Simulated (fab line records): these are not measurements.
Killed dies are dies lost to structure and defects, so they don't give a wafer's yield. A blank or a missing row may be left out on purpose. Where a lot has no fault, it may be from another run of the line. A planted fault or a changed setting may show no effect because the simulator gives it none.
Chamber matching || flow n5 finfet || N5_HKMG_FIN_ETCH_35 on rie diel-05 has 4 sister chambers
The step etches SOC in N2/H2, target depth 215.8 nm, time 243.4 s. 4 wafers are shown with their chamber, then 8 later ones without.

== WAFERS, EACH WITH ITS CHAMBER ==
{"wafer": "L076.5", "chamber": 3, "drypump motor current A (A)": 6.5}
{"wafer": "L085.2", "chamber": 2, "drypump motor current A (A)": 5.5}
{"wafer": "L085.5", "chamber": 0, "drypump motor current A (A)": 5.8}
{"wafer": "L087.1", "chamber": 1, "drypump motor current A (A)": 5.1}

== WAFERS WITH NO CHAMBER GIVEN ==
{"wafer": "L087.4", "drypump motor current A (A)": 5.5}
{"wafer": "L087.5", "drypump motor current A (A)": 5.8}
{"wafer": "L092.1", "drypump motor current A (A)": 6.5}
{"wafer": "L092.2", "drypump motor current A (A)": 5.7}
{"wafer": "L092.6", "drypump motor current A (A)": 5.8}
{"wafer": "L096.2", "drypump motor current A (A)": 5.1}
{"wafer": "L096.3", "drypump motor current A (A)": 5.8}
{"wafer": "L096.5", "drypump motor current A (A)": 5.1}

== THE CHAMBER EACH PASSED THROUGH ==
{"wafer": "L087.4", "from the rows above": 2, "in truth": 2}
{"wafer": "L087.5", "from the rows above": 0, "in truth": 0}
{"wafer": "L092.1", "from the rows above": 3, "in truth": 3}
{"wafer": "L092.2", "from the rows above": 0, "in truth": 0}
{"wafer": "L092.6", "from the rows above": 0, "in truth": 0}
{"wafer": "L096.2", "from the rows above": 1, "in truth": 1}
{"wafer": "L096.3", "from the rows above": 0, "in truth": 0}
{"wafer": "L096.5", "from the rows above": 1, "in truth": 1}
Correctly placed: 8 of 8. From these rows, 0 cannot be placed. 0 placed wrongly.
How it was worked out, from the rows above alone: a wafer's distance from a chamber is the root of the sum, over the readings, of the square of ((its reading less the chamber's mean) divided by the reading's scatter). If the next closest chamber is less than 2 further off than the closest, the wafer can't be placed; otherwise it belongs to the closest. Each chamber's mean is taken over the wafers shown for it. The scatter: root of mean squared gap, hidden wafer to nearest shown wafer, with one shown wafer a chamber.
